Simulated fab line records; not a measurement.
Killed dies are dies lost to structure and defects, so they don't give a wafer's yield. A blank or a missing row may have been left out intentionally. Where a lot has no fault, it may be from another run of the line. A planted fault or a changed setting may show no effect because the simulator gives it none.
Split-lot study | flow n5_finfet | 21 wafers read from 7 lots, route of 1938 steps

== SPLIT DETAILS ==
At N5_PMOS_HMC_CHANNEL_EPI_PEB_07 (peb time 60 s), the setting peb_time_s was moved away from the recipe's 60 s on 4 of the 21 wafers read, by +14.1% to +19.5%. All remaining wafers had this setting at the recipe value.

== THE PATH FROM SPLIT TO READING: the file shows 1 step between them ==
- N5_PMOS_HMC_CHANNEL_EPI_DEVELOP_08: develop time 30 s (also split here: develop_time_s)

== THE READING ==
cd_nm at N5_PMOS_HMC_CHANNEL_EPI_CD_MEAS_09, given in nm (cd target 237.4 nm). Fault-free wafers of this fab line usually give 237.8 nm, standard deviation 1.2 nm.

wafer  | tool, chamber at the split | peb_time_s as run, s | against the recipe | cd_nm, nm | against lot-mates on the recipe
L075.3 | litho_track-05, 0          | 60                   | recipe             | 236.7     | -
L075.4 | litho_track-05, 0          | 71.72                | +19.5%             | 245.7     | +9.0
L075.5 | litho_track-05, 0          | 71.72                | +19.5%             | 245.7     | +9.0
L076.1 | litho_track-03, 0          | 60                   | recipe             | 238.0     | -
L076.4 | litho_track-03, 0          | 60                   | recipe             | 237.2     | -
L076.6 | litho_track-03, 0          | 60                   | recipe             | 239.1     | -
L077.2 | litho_track-04, 0          | 60                   | recipe             | 234.6     | -
L077.3 | litho_track-04, 0          | 60                   | recipe             | 237.4     | -
L077.6 | litho_track-04, 0          | 60                   | recipe             | 235.1     | -
L078.1 | litho_track-05, 0          | 60                   | recipe             | 232.4     | -
L078.3 | litho_track-05, 0          | 60                   | recipe             | 232.8     | -
L078.5 | litho_track-05, 0          | 60                   | recipe             | 233.4     | -
L082.1 | litho_track-03, 0          | 60                   | recipe             | 237.1     | -
L082.3 | litho_track-03, 0          | 60                   | recipe             | 236.9     | -
L082.5 | litho_track-03, 0          | 60                   | recipe             | 237.2     | -
L089.2 | litho_track-04, 0          | 60                   | recipe             | 238.0     | -
L089.4 | litho_track-04, 0          | 68.46                | +14.1%             | 242.9     | +4.9
L089.6 | litho_track-04, 0          | 68.46                | +14.1%             | 246.9     | +8.9
L090.2 | litho_track-04, 0          | 60                   | recipe             | 232.5     | -
L090.5 | litho_track-04, 0          | 60                   | recipe             | 234.8     | -
L090.6 | litho_track-04, 0          | 60                   | recipe             | 230.8     | -

THE FIT
A straight line over all 21 wafers: cd_nm changes by +0.567 nm for each +1% of peb_time_s; r = +0.86; the points scatter about the line by 2.4 nm.
The same after taking each lot's own level away (the mean of its wafers on the recipe; 21 wafers): +0.47 nm for each +1%; r = +0.95; scatter 1.1 nm.
On that fit, the largest move of peb_time_s shifts the reading by 9.2 nm.
Across the lots, their own levels run from 232.70 to 238.10 nm, a range of 4.5 times the standard deviation given above.
Thus the slope moves with the lot-to-lot level: the two fits are different.
Check: +9.28 nm against its lot-mates is what the line predicts for one of the wafers moved furthest among these (+19.5%) when that wafer is left out of the fit. It came out at +9 nm against them.

== FURTHER SPLITS ON THESE WAFERS ==
Before the reading, these wafers also passed through other splits. Each is held against what the fit with the lots' levels taken away leaves over:
other split on the same wafers                    | wafers away from the commonest value | r with cd_nm (lot level and that fit taken away)
N5_PMOS_HMC_CHANNEL_EPI_EXPOSE_06 dose_mj         | 13                                   | +0.42
N5_PMOS_HMC_CHANNEL_EPI_DEVELOP_08 develop_time_s | 6                                    | +0.13

== THE WHOLE CHAIN: every reading that the file lists as answering this split, in the file's order ==
step                               | what it does             | reading                                                                     | change (the file's fit)               | r (the file's)
N5_PMOS_HMC_CHANNEL_EPI_CD_MEAS_09 | target cd 237.4 nm       | cd_nm                                                                       | +0.472 nm for each +1% of the setting | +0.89
N5_PMOS_HMC_CHANNEL_EPI_DESCUM_14  | chemistry O2, time 7.9 s | PMOS_HMC_CHANNEL_EPI.cd_nm (the simulator's own value, which no gauge read) | +0.455 nm for each +1% of the setting | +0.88

== FILE'S OWN FIT ==
cd_nm changes by +0.472 nm for each +1% of peb_time_s, r = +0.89.
